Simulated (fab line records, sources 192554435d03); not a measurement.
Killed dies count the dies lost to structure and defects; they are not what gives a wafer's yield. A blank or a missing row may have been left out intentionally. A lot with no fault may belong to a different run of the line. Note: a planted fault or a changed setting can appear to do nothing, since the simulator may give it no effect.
Comparing a struck lot with a sound one	flow n5_finfet	15 out of 1938 route steps
Sound: these wafers, L554.2, L554.3, L554.5. The struck wafers were L563.3, L563.4. At the end, the cause is stated.
For every step that has rows: the tool of each side, followed by ch and its chambers, followed by its first start. Under that, the readings that differ: sound wafers	struck wafers	difference of the means	sigmas: that difference in standard deviations of wafers without a fault.
alike: words and numbers the same on both sides, and readings whose means are apart by under 2 such deviations; not compared: readings that were withheld, readings missing a value for some wafer, numbers with overlapping values and no deviation given by the record, and bounds like >300 which may hide the same value.
A row with sigmas, a row that says differs or no value, or rows on one side alone: a step with any of these is where the two part. Numbers that have no deviation but don't overlap get no sigmas and don't part them. A reading that every wafer of one side lacks parts them only if that side has two wafers or more.

first, 2 steps without rows for these wafers: N5_PASSIVATION_DEVELOP_29 (develop time 60 s); N5_PASSIVATION_HARDBAKE_31 (time 120 s).
N5_PASSIVATION_CD_MEAS_30: the cd target is 4000 nm.
  sound on cd_sem-01 ch 0, day 12 11:39; struck on cd_sem-03 ch 0, day 14 22:19
  alike: cd_nm
N5_PASSIVATION_OVL_MEAS_63:
  sound on overlay-01 ch 0, day 12 11:41; struck on overlay-01 ch 0, day 14 22:20
  alike: PAD_OVL
N5_PASSIVATION_INSPECT_64: inspects for defects (macro).
  sound on defect_inspect-01, day 12 11:42; struck on defect_inspect-01, day 14 22:22
  alike: raw_defect_count
N5_PASSIVATION_DESCUM_32: chemistry O2, time 7.9 s.
  sound on rie_diel-01 ch 0,1,2, day 12 11:45; struck on rie_diel-01 ch 2,3, day 14 22:24
  alike: chamber_pressure_mTorr, drypump_motor_current_A, oes_product_au, rf_vpp_V, showerhead_plenum_p_Torr, temp_c, throttle_valve_pct
  not compared: rf_hours_counter_h
N5_PASSIVATION_AL_ETCH_33: etches Al in Cl2/BCl3, stops on TaN, target depth 2800 nm, time 466.7 s.
  sound on rie_metal-01 ch 0,1, day 12 11:50; struck on rie_metal-02 ch 0,1, day 14 22:37
  alike: chamber_pressure_mTorr, drypump_motor_current_A, mfc_cl2_sccm, oes_product_au, throttle_valve_pct
  not compared: rf_hours_counter_h
N5_PASSIVATION_ETCH_59: etches TaN in Cl2/BCl3, target depth 65 nm, time 34.9 s.
  sound on rie_metal-01 ch 0,1, day 12 12:14; struck on rie_metal-02 ch 0,1, day 14 22:55
  alike: chamber_pressure_mTorr, drypump_motor_current_A, mfc_cl2_sccm, oes_product_au, throttle_valve_pct
  not compared: rf_hours_counter_h
N5_PASSIVATION_STRIP_34: strips in O2.
  sound on rie_diel-01 ch 0,2, day 12 12:23; struck on rie_diel-04 ch 0,1, day 14 23:01
  alike: chamber_pressure_mTorr, drypump_motor_current_A, oes_product_au, rf_vpp_V, showerhead_plenum_p_Torr, temp_c, throttle_valve_pct
  not compared: rf_hours_counter_h
then, 3 steps without rows for these wafers: N5_PASSIVATION_STRIP_51 (strips in post etch residue remover, time 1200 s); N5_PASSIVATION_CLEAN_69 (cleans in IPA, time 180 s); N5_PASSIVATION_SRD_70 (time 30 s).
N5_PASSIVATION_PECVD_53: deposits SiO2 from TEOS/O2, target thk 800 nm, time 169.4 s.
  sound on pecvd-02 ch 0,2, day 12 12:54; struck on pecvd-04 ch 0, day 14 23:31
reading	sound	struck	difference	sigmas
run_length_s (s)	197.9 197.5 198.1	156.0 156.3	-41.7	-82
model.SiO2_of_PASSIVATION_PECVD_53.thk_nm (nm)	799.6 799.4 818.8	626.2 632.6	-176.5	
N5_PASSIVATION_PECVD_35: deposits SiNx from SiH4/NH3/N2, target thk 700 nm, time 151.3 s.
  sound on pecvd-02 ch 0,2, day 12 13:01; struck on pecvd-04 ch 0, day 14 23:37
  alike: heater_power_w, run_length_s, showerhead_plenum_p_Torr, throttle_valve_pct
N5_PASSIVATION_PROBE_49:
  sound wafers here have rows in the record (prober-01, day 12 16:58); struck ones have none

## WHERE THEY PART
Last at N5_PASSIVATION_PROBE_49 as far as this record goes, first at N5_PASSIVATION_PECVD_53.

WHY: what the simulator had put in
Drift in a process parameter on pecvd-04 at N5_PASSIVATION_PECVD_53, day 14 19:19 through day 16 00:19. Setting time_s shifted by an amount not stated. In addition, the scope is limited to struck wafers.
